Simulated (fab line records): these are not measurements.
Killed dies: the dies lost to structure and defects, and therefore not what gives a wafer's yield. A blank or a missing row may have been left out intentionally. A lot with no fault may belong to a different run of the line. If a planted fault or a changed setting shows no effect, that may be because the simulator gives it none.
Matching of chambers | flow n5_finfet | N5_BEOL_M0_SAQP_SPACER2_ALD_26 on ald_sin-03 has 4 sister chambers
The step deposits SiO2, target thk 15 nm, pulse time 1 s, purge time 2 s. 16 wafers are shown with their chamber, then 8 later ones without.

WAFERS, EACH WITH ITS CHAMBER
wafer  | chamber | heater_power_w (W) | chamber_pressure_Torr (Torr) | precursor_pulse_height_rel
L074.1 | 3       | 465                | 2.011                        | 1.008
L074.3 | 0       | 518                | 2.000                        | 0.988
L074.6 | 3       | 468                | 2.004                        | 0.970
L077.1 | 1       | 404                | 1.998                        | 0.992
L077.2 | 3       | 473                | 2.004                        | 0.985
L077.4 | 2       | 438                | 1.998                        | 0.981
L087.2 | 3       | 479                | 1.997                        | 1.009
L087.4 | 0       | 525                | 1.999                        | 1.018
L087.6 | 3       | 450                | 2.000                        | 1.007
L088.1 | 2       | 434                | 2.002                        | 1.021
L088.5 | 1       | 419                | 2.001                        | 1.003
L088.6 | 0       | 507                | 1.999                        | 0.982
L090.1 | 1       | 413                | 2.001                        | 0.998
L090.2 | 0       | 515                | 2.003                        | 1.020
L090.6 | 2       | 439                | 1.998                        | 0.969
L093.1 | 2       | 433                | 2.008                        | 1.008

SIGNATURES (means of the wafers above)
reading                    | chamber 0 | chamber 1 | chamber 2 | chamber 3 | scatter within a chamber
heater_power_w             | 516.25    | 412.00    | 436.00    | 467.00    | 8.07
chamber_pressure_Torr      | 2.00025   | 2.00000   | 2.00150   | 2.00320   | 0.00403
precursor_pulse_height_rel | 1.00200   | 0.99767   | 0.99475   | 0.99580   | 0.0187
Rule: a wafer's distance from a chamber is the root of the sum, over the readings, of the square of ((its reading less the chamber's mean) divided by the reading's scatter). The wafer belongs to the nearest chamber; if the next one is less than 2 further off, it can't be placed. How the scatter is found: for the shown wafers, subtract from each reading the mean of its chamber, square and add these, divide the total by (wafers less chambers), then take the root.

WAFERS MISSING THEIR CHAMBER
wafer  | heater_power_w (W) | chamber_pressure_Torr (Torr) | precursor_pulse_height_rel
L093.3 | 527                | 1.997                        | 0.999
L093.4 | 462                | 1.995                        | 1.025
L095.2 | 412                | 2.001                        | 1.029
L095.4 | 455                | 1.997                        | 0.989
L095.5 | 441                | 2.007                        | 0.968
L094.1 | 467                | 2.004                        | 0.993
L094.3 | 416                | 2.004                        | 1.038
L094.6 | 518                | 2.000                        | 1.006

EACH ONE'S CHAMBER
wafer  | from the rows above     | in truth
L093.3 | 0                       | 0
L093.4 | can't be placed: 3 or 2 | 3
L095.2 | can't be placed: 1 or 2 | 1
L095.4 | can't be placed: 3 or 2 | 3
L095.5 | can't be placed: 2 or 3 | 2
L094.1 | 3                       | 3
L094.3 | can't be placed: 1 or 2 | 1
L094.6 | 0                       | 0
3 of 8 placed correctly. From these rows, 5 cannot be placed; in 5 the true chamber is one of the candidates. Number placed wrongly: 0.
